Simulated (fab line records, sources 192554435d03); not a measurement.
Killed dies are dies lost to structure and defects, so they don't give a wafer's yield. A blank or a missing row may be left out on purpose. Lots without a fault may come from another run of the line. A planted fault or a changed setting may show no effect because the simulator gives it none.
A struck lot beside a sound one | flow n5_finfet | 15 steps out of a route of 1938
Sound: wafers L498.2, L498.4, L498.5. Struck: wafers L491.3, L491.4, L491.6. The cause comes at the end.
At each step with rows: each side's tool, then ch and its chambers, then its first start. Under that, the readings that differ: sound wafers | struck wafers | difference of the means | sigmas: that difference in standard deviations of wafers without a fault.
alike: readings whose means differ by less than 2 such deviations, and words and numbers that are the same on both sides. not compared: withheld readings, readings that some wafer has no value for, bounds like >300 that may hide the same value, and numbers for which the record gives no deviation and whose values overlap.
The two part at a step that has a row with sigmas, a row that says differs or no value, or rows on one side only. Numbers that don't overlap but have no deviation are shown without sigmas and don't part them. A reading that every wafer of one side lacks parts them only if that side has two wafers or more.

first, 1 step without rows for these wafers: N5_BEOL_M15_STRIP_36 (strips in O2).
N5_BEOL_M15_STRIP_62: strips in O2.
  sound on rie_diel-02 ch 0,3; struck on rie_diel-02 ch 1,2
  alike: drypump_motor_current_A, o2_flow_sccm, oes_product_au, rf_vpp_V, showerhead_plenum_p_Torr, throttle_valve_pct
  not compared: rf_hours_counter_h
N5_BEOL_M15_STRIP_37: strips in O2.
  sound on rie_diel-02 ch 0,3; struck on rie_diel-02 ch 1,2
  alike: drypump_motor_current_A, o2_flow_sccm, oes_product_au, rf_vpp_V, showerhead_plenum_p_Torr, throttle_valve_pct
  not compared: rf_hours_counter_h
then, 4 steps without rows for these wafers: N5_BEOL_M15_ETCH_38 (etches SiCN in CF4/N2, target depth 106.4 nm, time 120.5 s); N5_BEOL_M15_PRECLEAN_39 (cleans in residue remover, time 60 s); N5_BEOL_M15_SRD_40 (time 30 s, dry time 30 s); N5_BEOL_M15_DEGAS_41 (time 60 s).
N5_BEOL_M15_PRE_CLEAN_42: time 30 s.
  sound on pvd_sputter-01, day 16 06:33; struck on pvd_sputter-02, day 14 05:20
  alike: heater_power_w, susceptor_temp_C
then, 2 steps without rows for these wafers: N5_BEOL_M15_SPUTTER_43 (material TaN, target thk 15 nm, time 24.19 s); N5_BEOL_M15_SPUTTER_44 (material Ta, target thk 15 nm, time 24.19 s).
N5_BEOL_M15_SPUTTER_45: material Cu, target thk 100 nm, time 16.67 s.
  sound on pvd_sputter-01, day 16 06:45; struck on pvd_sputter-02, day 14 05:32
  alike: susceptor_temp_C, throttle_valve_pct
then, 1 step without rows for these wafers: N5_BEOL_M15_ECD_47 (material Cu, target thk 1860 nm).
N5_BEOL_M15_ANNEAL_48: time 90 s.
  sound on rtp_anneal-01 ch 0, day 16 07:10; struck on rtp_anneal-02 ch 0, day 14 06:08
  reading          | sound                | struck               | difference | sigmas
  wafer_temp_C_max | 226.07 226.01 226.42 | 234.75 235.30 235.92 | +9.16      | +32
N5_BEOL_M15_CMP_49: polishes, stops on SiO2, t overpolish 4.9 s, target thk 850 nm.
  sound on cmp-04 ch 0,1,3, day 16 07:29; struck on cmp-04 ch 1,2,3, day 14 06:20
  reading              | sound             | struck            | difference | sigmas
  overpolish_run_s (s) | 4.870 4.901 4.891 | 4.910 4.915 4.895 | +0.019     | +2
  alike: barrier_field_endpoint_s, motor_current_A
N5_PASSIVATION_PROBE_49:
  sound on prober-02, day 17 01:45; struck on prober-02, day 14 21:40
  reading         | sound  | struck | difference | sigmas
  killed_at_other | 14 7 7 | 1 1 0  | -9         | -3
  alike: defect_limited_yield, killed_at_M0_to_M3, killed_at_M4_up, killed_at_contacts, killed_at_front_end, killed_dies, killed_open, killed_short, sort_bin_5_function, sort_bin_6_memory, sort_bin_8_speed, sort_n_pass, sort_yield_pct

WHERE THEY PART
First at N5_BEOL_M15_ANNEAL_48; last, within this record, at N5_PASSIVATION_PROBE_49.

WHY: what the simulator had put in
Process parameter drift: rtp_anneal-02, from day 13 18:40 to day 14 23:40, at N5_BEOL_M15_ANNEAL_48. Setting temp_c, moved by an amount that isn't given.
